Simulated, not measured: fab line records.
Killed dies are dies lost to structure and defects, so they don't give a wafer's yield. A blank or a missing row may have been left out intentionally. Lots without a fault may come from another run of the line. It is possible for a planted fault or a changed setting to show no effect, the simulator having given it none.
Chamber matching || flow n5 finfet || N5_BEOL_M4_ETCH_69 on rie diel-01: 4 sister chambers
The step etches SiARC in CF4, target depth 15.6 nm, time 26 s. 20 wafers are shown with their chamber, then 10 later ones without.

== WAFERS, EACH WITH ITS CHAMBER ==
{"wafer": "L074.2", "chamber": 1, "showerhead plenum p Torr (Torr)": 2.10, "etch rf on time s (s)": 26.6, "throttle valve pct (%)": 15.78}
{"wafer": "L074.3", "chamber": 0, "showerhead plenum p Torr (Torr)": 2.26, "etch rf on time s (s)": 25.7, "throttle valve pct (%)": 15.43}
{"wafer": "L074.5", "chamber": 0, "showerhead plenum p Torr (Torr)": 2.26, "etch rf on time s (s)": 25.6, "throttle valve pct (%)": 15.43}
{"wafer": "L079.1", "chamber": 3, "showerhead plenum p Torr (Torr)": 2.28, "etch rf on time s (s)": 25.3, "throttle valve pct (%)": 15.70}
{"wafer": "L079.3", "chamber": 3, "showerhead plenum p Torr (Torr)": 2.28, "etch rf on time s (s)": 25.6, "throttle valve pct (%)": 15.69}
{"wafer": "L079.5", "chamber": 2, "showerhead plenum p Torr (Torr)": 2.19, "etch rf on time s (s)": 26.7, "throttle valve pct (%)": 15.76}
{"wafer": "L080.4", "chamber": 3, "showerhead plenum p Torr (Torr)": 2.28, "etch rf on time s (s)": 25.8, "throttle valve pct (%)": 15.71}
{"wafer": "L080.5", "chamber": 1, "showerhead plenum p Torr (Torr)": 2.10, "etch rf on time s (s)": 26.7, "throttle valve pct (%)": 15.28}
{"wafer": "L080.6", "chamber": 0, "showerhead plenum p Torr (Torr)": 2.26, "etch rf on time s (s)": 25.7, "throttle valve pct (%)": 15.48}
{"wafer": "L081.2", "chamber": 1, "showerhead plenum p Torr (Torr)": 2.09, "etch rf on time s (s)": 26.4, "throttle valve pct (%)": 15.29}
{"wafer": "L081.3", "chamber": 2, "showerhead plenum p Torr (Torr)": 2.19, "etch rf on time s (s)": 26.7, "throttle valve pct (%)": 15.78}
{"wafer": "L081.4", "chamber": 3, "showerhead plenum p Torr (Torr)": 2.28, "etch rf on time s (s)": 25.8, "throttle valve pct (%)": 15.71}
{"wafer": "L084.2", "chamber": 2, "showerhead plenum p Torr (Torr)": 2.19, "etch rf on time s (s)": 26.5, "throttle valve pct (%)": 15.79}
{"wafer": "L084.3", "chamber": 3, "showerhead plenum p Torr (Torr)": 2.28, "etch rf on time s (s)": 25.7, "throttle valve pct (%)": 15.71}
{"wafer": "L084.6", "chamber": 1, "showerhead plenum p Torr (Torr)": 2.09, "etch rf on time s (s)": 26.4, "throttle valve pct (%)": 15.30}
{"wafer": "L087.1", "chamber": 3, "showerhead plenum p Torr (Torr)": 2.27, "etch rf on time s (s)": 25.6, "throttle valve pct (%)": 15.74}
{"wafer": "L087.2", "chamber": 0, "showerhead plenum p Torr (Torr)": 2.25, "etch rf on time s (s)": 25.7, "throttle valve pct (%)": 15.49}
{"wafer": "L087.5", "chamber": 0, "showerhead plenum p Torr (Torr)": 2.25, "etch rf on time s (s)": 25.7, "throttle valve pct (%)": 15.51}
{"wafer": "L086.2", "chamber": 3, "showerhead plenum p Torr (Torr)": 2.27, "etch rf on time s (s)": 25.3, "throttle valve pct (%)": 15.75}
{"wafer": "L086.3", "chamber": 2, "showerhead plenum p Torr (Torr)": 2.18, "etch rf on time s (s)": 26.5, "throttle valve pct (%)": 15.81}

SIGNATURES (means of the wafers above)
{"reading": "showerhead plenum p Torr", "chamber 0": 2.2560, "chamber 1": 2.0950, "chamber 2": 2.1875, "chamber 3": 2.2771, "scatter within a chamber": 0.00523}
{"reading": "etch rf on time s", "chamber 0": 25.680, "chamber 1": 26.525, "chamber 2": 26.600, "chamber 3": 25.586, "scatter within a chamber": 0.155}
{"reading": "throttle valve pct", "chamber 0": 15.4680, "chamber 1": 15.4125, "chamber 2": 15.7850, "chamber 3": 15.7157, "scatter within a chamber": 0.109}
Rule: a wafer's distance from a chamber is the root of the sum, over the readings, of the square of ((its reading less the chamber's mean) divided by the reading's scatter). If the next closest chamber is less than 2 further off than the closest, the wafer can't be placed; otherwise it belongs to the closest. How the scatter is found: for the shown wafers, subtract from each reading the mean of its chamber, square and add these, divide the total by (wafers less chambers), then take the root.

== WAFERS WITH NO CHAMBER GIVEN ==
{"wafer": "L086.6", "showerhead plenum p Torr (Torr)": 2.09, "etch rf on time s (s)": 26.2, "throttle valve pct (%)": 15.33}
{"wafer": "L090.1", "showerhead plenum p Torr (Torr)": 2.25, "etch rf on time s (s)": 25.6, "throttle valve pct (%)": 15.50}
{"wafer": "L090.4", "showerhead plenum p Torr (Torr)": 2.25, "etch rf on time s (s)": 25.7, "throttle valve pct (%)": 15.52}
{"wafer": "L090.5", "showerhead plenum p Torr (Torr)": 2.27, "etch rf on time s (s)": 25.5, "throttle valve pct (%)": 15.75}
{"wafer": "L091.1", "showerhead plenum p Torr (Torr)": 2.25, "etch rf on time s (s)": 25.7, "throttle valve pct (%)": 15.50}
{"wafer": "L091.4", "showerhead plenum p Torr (Torr)": 2.25, "etch rf on time s (s)": 25.5, "throttle valve pct (%)": 15.50}
{"wafer": "L091.5", "showerhead plenum p Torr (Torr)": 2.09, "etch rf on time s (s)": 26.5, "throttle valve pct (%)": 15.33}
{"wafer": "L097.2", "showerhead plenum p Torr (Torr)": 2.24, "etch rf on time s (s)": 25.5, "throttle valve pct (%)": 15.53}
{"wafer": "L097.4", "showerhead plenum p Torr (Torr)": 2.18, "etch rf on time s (s)": 26.1, "throttle valve pct (%)": 15.33}
{"wafer": "L097.5", "showerhead plenum p Torr (Torr)": 2.18, "etch rf on time s (s)": 26.0, "throttle valve pct (%)": 15.33}

== EACH ONE'S CHAMBER ==
{"wafer": "L086.6", "from the rows above": 1, "in truth": 1}
{"wafer": "L090.1", "from the rows above": 0, "in truth": 0}
{"wafer": "L090.4", "from the rows above": 0, "in truth": 0}
{"wafer": "L090.5", "from the rows above": 3, "in truth": 3}
{"wafer": "L091.1", "from the rows above": 0, "in truth": 0}
{"wafer": "L091.4", "from the rows above": 0, "in truth": 0}
{"wafer": "L091.5", "from the rows above": 1, "in truth": 1}
{"wafer": "L097.2", "from the rows above": 0, "in truth": 0}
{"wafer": "L097.4", "from the rows above": 2, "in truth": 2}
{"wafer": "L097.5", "from the rows above": 2, "in truth": 2}
Placed correctly: 10 of 10. Left unplaced by these rows: 0. Number placed wrongly: 0.
